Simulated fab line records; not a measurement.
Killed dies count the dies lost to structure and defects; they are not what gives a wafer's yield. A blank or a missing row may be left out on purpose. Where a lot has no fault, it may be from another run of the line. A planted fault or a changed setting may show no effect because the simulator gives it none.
Which tool is to blame?	flow nand-harc	69 wafers from 23 lots sampled at 6 of the route's 1159 steps

WHAT THE GAUGES SHOWED, per wafer
The record lacks any reading of a measuring or inspecting step that a usual standard deviation could be used to judge.

WHICH TOOL RAN EACH LOT (tool, then ch and the chambers of the sampled wafers, then the start)
lot	NHARC_A_STAIRCASE_ETCH_223	NHARC_A_STAIRCASE_TRIM_224	NHARC_A_STAIRCASE_ETCH_292	NHARC_A_STAIRCASE_ETCH_313	NHARC_A_SGD_CUT_STRIP_17	NHARC_A_SLIT_DEP_00
L074	rie-diel-03 ch 0,1,2, day 11 09:59 or earlier	rie-diel-03 ch 0,2,3, day 11 09:59 or earlier	rie-diel-13 ch 1,2,3, day 11 09:59	rie-diel-03 ch 0,1,2, day 11 17:26	rie-diel-02 ch 1,3, day 14 07:01 or earlier	acl-dep-01 ch 0, day 14 07:01
L075	rie-diel-13 ch 0,2,3, day 11 21:17 or earlier	rie-diel-13 ch 0,1,3, day 11 21:17 or earlier	rie-diel-13 ch 0,2,3, day 11 21:17	rie-diel-03 ch 0,1,2, day 12 02:22	rie-diel-02 ch 0,1,3, day 14 18:01 or earlier	acl-dep-01 ch 0, day 14 18:01
L076	rie-diel-04 ch 0,1,2, day 12 00:04 or earlier	rie-diel-04 ch 1,3, day 12 00:04 or earlier	rie-diel-03 ch 0,1, day 12 00:04	rie-diel-03 ch 0,1,3, day 12 05:20	rie-diel-12 ch 0,2,3, day 14 17:47 or earlier	acl-dep-03 ch 0, day 14 17:47
L077	rie-diel-13 ch 1,2, day 12 01:47 or earlier	rie-diel-13 ch 0,1, day 12 01:47 or earlier	rie-diel-04 ch 1,2,3, day 12 01:47	rie-diel-13 ch 0,1,2, day 12 08:41	rie-diel-12 ch 0,2,3, day 15 06:05 or earlier	acl-dep-03 ch 0, day 15 06:05
L078	rie-diel-04 ch 0,2,3, day 12 08:17 or earlier	rie-diel-04 ch 1,2,3, day 12 08:17 or earlier	rie-diel-03 ch 0,1,2, day 12 08:17	rie-diel-03 ch 1,2,3, day 12 15:02	rie-diel-12 ch 0,1,2, day 15 16:24 or earlier	acl-dep-01 ch 0, day 15 16:24
L079	rie-diel-13 ch 0,1,2, day 12 16:40 or earlier	rie-diel-13 ch 1,2, day 12 16:40 or earlier	rie-diel-04 ch 0,2, day 12 16:40	rie-diel-13 ch 1,3, day 12 22:02	rie-diel-02 ch 0,1,3, day 15 17:59 or earlier	acl-dep-03 ch 0, day 15 17:59
L081	rie-diel-04 ch 1,2,3, day 13 02:28 or earlier	rie-diel-04 ch 1,2,3, day 13 02:28 or earlier	rie-diel-03 ch 1,2,3, day 13 02:28	rie-diel-13 ch 0,2, day 13 11:22	rie-diel-12 ch 1,3, day 15 18:43 or earlier	acl-dep-01 ch 0, day 15 18:43
L080	rie-diel-03 ch 0,3, day 13 18:20 or earlier	rie-diel-03 ch 0,1,3, day 13 18:20 or earlier	rie-diel-04 ch 1,2, day 13 18:20	rie-diel-13 ch 0,3, day 14 07:12	rie-diel-12 ch 2,3, day 16 21:50 or earlier	acl-dep-02 ch 0, day 16 21:50
L082	rie-diel-04 ch 1,2, day 14 01:29 or earlier	rie-diel-04 ch 1,2, day 14 01:29 or earlier	rie-diel-03 ch 0,2,3, day 14 01:29	rie-diel-03 ch 0,2,3, day 14 09:02	rie-diel-10 ch 2,3, day 16 19:45 or earlier	acl-dep-01 ch 0, day 16 19:45
L084	rie-diel-03 ch 2,3, day 14 00:04 or earlier	rie-diel-03 ch 1,2, day 14 00:04 or earlier	rie-diel-04 ch 0,2,3, day 14 00:04	rie-diel-03 ch 1,2,3, day 14 07:50	rie-diel-02 ch 1,2, day 16 19:52 or earlier	acl-dep-02 ch 0, day 16 19:52
L083	rie-diel-13 ch 0,2,3, day 14 01:42 or earlier	rie-diel-13 ch 0,1,3, day 14 01:42 or earlier	rie-diel-04 ch 1,2,3, day 14 01:42	rie-diel-04 ch 0,1,3, day 14 08:11	rie-diel-10 ch 1,2,3, day 16 22:04 or earlier	acl-dep-01 ch 0, day 16 22:04
L085	rie-diel-04 ch 0,3, day 14 06:01 or earlier	rie-diel-04 ch 0,1,3, day 14 06:01 or earlier	rie-diel-03 ch 0,1, day 14 06:01	rie-diel-13 ch 0,3, day 14 11:43	rie-diel-12 ch 0,2,3, day 16 20:04 or earlier	acl-dep-03 ch 0, day 16 20:04
L086	rie-diel-13 ch 2,3, day 15 11:47 or earlier	rie-diel-13 ch 0,2,3, day 15 11:47 or earlier	rie-diel-03 ch 1,2,3, day 15 11:47	rie-diel-03 ch 0,2,3, day 15 23:10	rie-diel-12 ch 0,2,3, day 18 14:32 or earlier	acl-dep-01 ch 0, day 18 14:32
L088	rie-diel-04 ch 0,1,2, day 15 12:03 or earlier	rie-diel-04 ch 0,2,3, day 15 12:03 or earlier	rie-diel-13 ch 0,2,3, day 15 12:03	rie-diel-04 ch 0,1,3, day 16 00:45	rie-diel-12 ch 0,1,2, day 18 13:02 or earlier	acl-dep-03 ch 0, day 18 13:02
L087	rie-diel-03 ch 0,2,3, day 15 13:26 or earlier	rie-diel-03 ch 0,2,3, day 15 13:26 or earlier	rie-diel-04 ch 0,2,3, day 15 13:26	rie-diel-13 ch 0,2,3, day 16 01:13	rie-diel-02 ch 0,2,3, day 18 12:59 or earlier	acl-dep-02 ch 0, day 18 12:59
L089	rie-diel-03 ch 1,2, day 15 15:29 or earlier	rie-diel-03 ch 1,3, day 15 15:29 or earlier	rie-diel-13 ch 2,3, day 15 15:29	rie-diel-03 ch 1,2, day 16 04:25	rie-diel-02 ch 0,2, day 18 14:57 or earlier	acl-dep-02 ch 0, day 18 14:57
L091	rie-diel-13 ch 0,2, day 15 16:52 or earlier	rie-diel-13 ch 2,3, day 15 16:52 or earlier	rie-diel-04 ch 1,2, day 15 16:52	rie-diel-13 ch 1,2, day 16 06:36	rie-diel-10 ch 0,1,3, day 18 12:38 or earlier	acl-dep-01 ch 0, day 18 12:38
L090	rie-diel-04 ch 0,1,3, day 15 22:43 or earlier	rie-diel-04 ch 0,1,2, day 15 22:43 or earlier	rie-diel-04 ch 1,2,3, day 15 22:43	rie-diel-04 ch 0,1,3, day 16 10:55	rie-diel-02 ch 0,1,2, day 19 00:25 or earlier	acl-dep-02 ch 0, day 19 00:25
L092	rie-diel-04 ch 1,3, day 16 04:04 or earlier	rie-diel-04 ch 0,1, day 16 04:04 or earlier	rie-diel-13 ch 1,2,3, day 16 04:04	rie-diel-13 ch 1,2,3, day 16 14:41	rie-diel-12 ch 0,2, day 19 00:38 or earlier	acl-dep-03 ch 0, day 19 00:38
L094	rie-diel-03 ch 0,2, day 17 03:57 or earlier	rie-diel-03 ch 2,3, day 17 03:57 or earlier	rie-diel-04 ch 0,1, day 17 03:57	rie-diel-04 ch 1,2, day 17 10:43	rie-diel-12 ch 0,3, day 19 21:35 or earlier	acl-dep-01 ch 0, day 19 21:35
L093	rie-diel-03 ch 0,3, day 17 04:15 or earlier	rie-diel-03 ch 0,3, day 17 04:15 or earlier	rie-diel-04 ch 0,1, day 17 04:15	rie-diel-13 ch 0,1, day 17 10:55	rie-diel-02 ch 1,2, day 19 22:38 or earlier	acl-dep-03 ch 0, day 19 22:38
L096	rie-diel-04 ch 0,2,3, day 17 04:37 or earlier	rie-diel-04 ch 1,2,3, day 17 04:37 or earlier	rie-diel-03 ch 0,2,3, day 17 04:37	rie-diel-04 ch 0,1,3, day 17 11:14	rie-diel-10 ch 0,3, day 19 21:27 or earlier	acl-dep-02 ch 0, day 19 21:27
L097	rie-diel-13 ch 0,2, day 17 15:21 or earlier	rie-diel-13 ch 0,3, day 17 15:21 or earlier	rie-diel-04 ch 1,2,3, day 17 15:21	rie-diel-03 ch 1,2,3, day 17 20:47	rie-diel-10 ch 0,3, day 20 03:26 or earlier	acl-dep-02 ch 0, day 20 03:26
- NHARC_A_STAIRCASE_ETCH_223: etches the open film in C4F8/O2, target depth 100 nm, time 40.5 s.
- NHARC_A_STAIRCASE_TRIM_224: chemistry O2, time 211.2 s.
- NHARC_A_STAIRCASE_ETCH_292: etches the open film in CF4/CHF3.
- NHARC_A_STAIRCASE_ETCH_313: etches the open film in CF4/CHF3.
- NHARC_A_SGD_CUT_STRIP_17: strips in O2.
- NHARC_A_SLIT_DEP_00: deposits aC, target thk 3200 nm.

WHAT THE TOOLS THEMSELVES READ (means of the sampled wafers that have a number; where no wafer has one, the mark that the record gives instead)
NHARC_A_STAIRCASE_ETCH_223. Usual: oes-product-au 0.939 a.u., standard deviation 0.014; rf-vpp-V 894 V, standard deviation 5.4.
lot	tool	oes-product-au (a.u.)	rf-vpp-V (V)	flag
L074	rie-diel-03	0.933	890	
L075	rie-diel-13	0.927	895	
L076	rie-diel-04	0.954	898	
L077	rie-diel-13	0.938	896	
L078	rie-diel-04	0.949	895	
L079	rie-diel-13	0.935	896	
L081	rie-diel-04	0.943	895	
L080	rie-diel-03	0.937	894	
L082	rie-diel-04	0.933	898	
L084	rie-diel-03	0.934	897	
L083	rie-diel-13	0.950	897	
L085	rie-diel-04	0.951	894	
L086	rie-diel-13	0.957	892	
L088	rie-diel-04	0.933	897	
L087	rie-diel-03	0.935	893	
L089	rie-diel-03	0.947	888	
L091	rie-diel-13	0.918	898	
L090	rie-diel-04	0.939	894	
L092	rie-diel-04	0.946	891	
L094	rie-diel-03	0.932	889	
L093	rie-diel-03	0.931	898	
L096	rie-diel-04	0.944	895	
L097	rie-diel-13	0.916	898	

NHARC_A_STAIRCASE_TRIM_224. Usual: drypump-motor-current-A 5.8 A, standard deviation 0.56; oes-product-au 0.998 a.u., standard deviation 0.012; rf-vpp-V 57.7 V, standard deviation 0.89; showerhead-plenum-p-Torr 3.48 Torr, standard deviation 0.14; throttle-valve-pct 17.035 %, standard deviation 0.0081.
lot	tool	drypump-motor-current-A (A)	oes-product-au (a.u.)	rf-vpp-V (V)	showerhead-plenum-p-Torr (Torr)	throttle-valve-pct (%)	flag
L074	rie-diel-03	6.1	1.001	57.0	3.47	17.029	
L075	rie-diel-13	5.9	0.988	57.4	3.40	17.039	
L076	rie-diel-04	5.3	1.011	57.3	3.40	17.037	
L077	rie-diel-13	5.9	0.984	58.3	3.47	17.039	
L078	rie-diel-04	5.3	1.004	58.0	3.49	17.034	
L079	rie-diel-13	5.6	0.997	57.1	3.51	17.036	
L081	rie-diel-04	5.3	0.998	57.8	3.48	17.031	
L080	rie-diel-03	6.2	0.998	58.0	3.50	17.033	
L082	rie-diel-04	5.3	0.998	58.4	3.56	17.032	
L084	rie-diel-03	6.2	1.001	57.6	3.38	17.022	
L083	rie-diel-13	5.9	1.005	57.9	3.39	17.038	
L085	rie-diel-04	5.7	1.002	58.1	3.48	17.028	
L086	rie-diel-13	5.7	1.000	58.1	3.52	17.037	
L088	rie-diel-04	6.0	0.994	57.4	3.49	17.028	
L087	rie-diel-03	6.1	0.988	57.3	3.45	17.031	
L089	rie-diel-03	6.3	0.995	57.8	3.49	17.031	
L091	rie-diel-13	5.8	1.021	57.8	3.45	17.041	
L090	rie-diel-04	5.7	0.996	58.1	3.56	17.035	
L092	rie-diel-04	5.4	0.995	57.6	3.54	17.030	
L094	rie-diel-03	6.0	1.008	57.0	3.41	17.039	
L093	rie-diel-03	6.2	0.996	58.2	3.56	17.034	
L096	rie-diel-04	5.3	0.992	56.6	3.46	17.035	
L097	rie-diel-13	6.0	1.002	57.4	3.43	17.032	

NHARC_A_STAIRCASE_ETCH_292. Usual: drypump-motor-current-A 5.8 A, standard deviation 0.53; oes-product-au 0.946 a.u., standard deviation 0.024; rf-vpp-V 369.9 V, standard deviation 2.3; showerhead-plenum-p-Torr 1.55 Torr, standard deviation 0.063; throttle-valve-pct 16.803 %, standard deviation 0.009.
lot	tool	drypump-motor-current-A (A)	oes-product-au (a.u.)	rf-vpp-V (V)	showerhead-plenum-p-Torr (Torr)	throttle-valve-pct (%)	flag
L074	rie-diel-13	5.7	0.956	369.9	1.56	16.809	
L075	rie-diel-13	5.7	0.913	371.1	1.58	16.799	
L076	rie-diel-03	6.2	0.960	368.9	1.52	16.799	
L077	rie-diel-04	5.3	0.981	370.1	1.56	16.802	
L078	rie-diel-03	6.1	0.965	368.2	1.51	16.815	
L079	rie-diel-04	6.0	0.932	372.0	1.60	16.803	
L081	rie-diel-03	6.2	0.950	370.0	1.54	16.804	
L080	rie-diel-04	5.0	0.958	371.2	1.58	16.803	
L082	rie-diel-03	6.0	0.972	368.9	1.54	16.801	
L084	rie-diel-04	6.0	0.965	371.0	1.56	16.805	
L083	rie-diel-04	5.3	0.960	369.2	1.55	16.803	
L085	rie-diel-03	6.2	0.985	368.8	1.52	16.799	
L086	rie-diel-03	6.2	0.921	369.4	1.54	16.795	
L088	rie-diel-13	5.7	0.965	370.8	1.57	16.799	
L087	rie-diel-04	6.0	0.919	369.6	1.56	16.796	
L089	rie-diel-13	5.5	0.958	372.0	1.61	16.807	
L091	rie-diel-04	5.3	0.919	371.3	1.58	16.795	
L090	rie-diel-04	5.3	0.974	370.2	1.55	16.807	
L092	rie-diel-13	5.7	0.928	370.0	1.55	16.791	
L094	rie-diel-04	5.3	0.973	371.0	1.57	16.800	
L093	rie-diel-04	5.4	0.926	370.6	1.57	16.804	
L096	rie-diel-03	6.1	0.923	369.7	1.53	16.802	
L097	rie-diel-04	5.3	0.915	370.2	1.54	16.809	

NHARC_A_STAIRCASE_ETCH_313. Usual: drypump-motor-current-A 5.9 A, standard deviation 0.49; oes-product-au 0.935 a.u., standard deviation 0.022; rf-vpp-V 369.9 V, standard deviation 2.5; showerhead-plenum-p-Torr 1.55 Torr, standard deviation 0.069; throttle-valve-pct 16.804 %, standard deviation 0.0088.
lot	tool	drypump-motor-current-A (A)	oes-product-au (a.u.)	rf-vpp-V (V)	showerhead-plenum-p-Torr (Torr)	throttle-valve-pct (%)	flag
L074	rie-diel-03	6.1	0.928	368.1	1.51	16.801	
L075	rie-diel-03	6.1	0.967	368.7	1.51	16.799	
L076	rie-diel-03	6.2	0.919	370.0	1.56	16.799	
L077	rie-diel-13	5.6	0.940	370.2	1.59	16.810	
L078	rie-diel-03	6.2	0.926	370.7	1.54	16.807	
L079	rie-diel-13	6.0	0.982	367.1	1.48	16.794	
L081	rie-diel-13	5.7	0.933	371.6	1.61	16.799	
L080	rie-diel-13	6.0	0.940	368.4	1.50	16.802	
L082	rie-diel-03	6.1	0.918	368.9	1.54	16.805	
L084	rie-diel-03	6.1	0.960	369.8	1.54	16.799	
L083	rie-diel-04	5.7	0.926	369.7	1.55	16.815	
L085	rie-diel-13	6.0	0.984	368.6	1.50	16.788	
L086	rie-diel-03	6.1	0.922	369.2	1.54	16.802	
L088	rie-diel-04	5.7	0.920	369.2	1.55	16.809	
L087	rie-diel-13	5.7	0.919	369.8	1.57	16.801	
L089	rie-diel-03	6.2	0.931	368.2	1.50	16.806	
L091	rie-diel-13	5.6	0.925	370.2	1.56	16.805	
L090	rie-diel-04	5.7	0.917	369.2	1.55	16.805	
L092	rie-diel-13	5.7	0.927	370.8	1.55	16.802	
L094	rie-diel-04	5.0	0.922	371.0	1.57	16.805	
L093	rie-diel-13	5.8	0.927	369.4	1.52	16.805	
L096	rie-diel-04	5.7	0.948	369.7	1.54	16.814	
L097	rie-diel-03	6.2	0.944	371.9	1.61	16.797	

NHARC_A_SGD_CUT_STRIP_17. Usual: drypump-motor-current-A 5.7 A, standard deviation 0.36; oes-product-au 0.997 a.u., standard deviation 0.014; rf-vpp-V 57.8 V, standard deviation 0.99; showerhead-plenum-p-Torr 3.51 Torr, standard deviation 0.13; throttle-valve-pct 17.037 %, standard deviation 0.0093.
lot	tool	drypump-motor-current-A (A)	oes-product-au (a.u.)	rf-vpp-V (V)	showerhead-plenum-p-Torr (Torr)	throttle-valve-pct (%)	flag
L074	rie-diel-02	6.0	1.001	58.4	3.51	17.032	
L075	rie-diel-02	6.0	1.004	57.7	3.56	17.042	
L076	rie-diel-12	5.6	1.008	58.1	3.43	17.030	
L077	rie-diel-12	5.5	0.998	58.6	3.43	17.039	
L078	rie-diel-12	5.7	1.014	57.6	3.51	17.031	
L079	rie-diel-02	6.0	1.002	58.6	3.56	17.046	
L081	rie-diel-12	5.4	0.998	57.8	3.45	17.042	
L080	rie-diel-12	5.3	0.983	57.9	3.34	17.036	
L082	rie-diel-10	5.3	0.999	58.4	3.53	17.033	
L084	rie-diel-02	6.1	0.981	57.8	3.64	17.045	
L083	rie-diel-10	5.3	0.994	57.5	3.52	17.041	
L085	rie-diel-12	5.5	0.990	57.8	3.43	17.042	
L086	rie-diel-12	5.5	0.989	57.7	3.42	17.040	
L088	rie-diel-12	5.7	0.992	57.5	3.50	17.031	
L087	rie-diel-02	5.9	1.003	58.1	3.66	17.029	
L089	rie-diel-02	5.9	0.998	58.0	3.73	17.039	
L091	rie-diel-10	5.6	1.011	57.7	3.48	17.029	
L090	rie-diel-02	6.1	0.993	57.6	3.63	17.031	
L092	rie-diel-12	5.7	0.977	58.0	3.47	17.037	
L094	rie-diel-12	5.4	0.986	58.2	3.37	17.035	
L093	rie-diel-02	6.3	0.994	57.5	3.53	17.037	
L096	rie-diel-10	5.5	0.995	58.5	3.49	17.037	
L097	rie-diel-10	5.5	0.998	57.0	3.49	17.040	

NHARC_A_SLIT_DEP_00. Usual: throttle-valve-pct reads 35.001 % (standard deviation 0.01).
lot	tool	throttle-valve-pct (%)	flag
L074	acl-dep-01	34.995	
L075	acl-dep-01	34.999	
L076	acl-dep-03	34.993	
L077	acl-dep-03	35.003	
L078	acl-dep-01	34.999	
L079	acl-dep-03	35.004	
L081	acl-dep-01	35.001	
L080	acl-dep-02	34.994	
L082	acl-dep-01	35.003	
L084	acl-dep-02	35.013	
L083	acl-dep-01	35.001	
L085	acl-dep-03	35.008	
L086	acl-dep-01	35.001	
L088	acl-dep-03	35.012	
L087	acl-dep-02	34.995	
L089	acl-dep-02	35.007	
L091	acl-dep-01	35.000	
L090	acl-dep-02	34.999	
L092	acl-dep-03	34.994	
L094	acl-dep-01	35.006	
L093	acl-dep-03	35.015	
L096	acl-dep-02	34.998	
L097	acl-dep-02	34.996	

THE ANSWER, worked out from the rows above alone
Rule: take the mean of a lot's wafers that have a number; if it is more than 3 standard deviations from the usual mean, the lot is off. A lot without any number at a reading at which 4 lots or more have one is off too. The other lots that the step has rows for count as sound. After the gauges, taken in route order, come the tools' own readings; for these a lot's mean is taken, as printed above. The first step at which some lot is off is used, and at that step the reading that is off furthest; a lot without a number counts as furthest.
No lot is off at any reading shown: from this, nothing can be told.

WHAT THE SIMULATOR PUT IN
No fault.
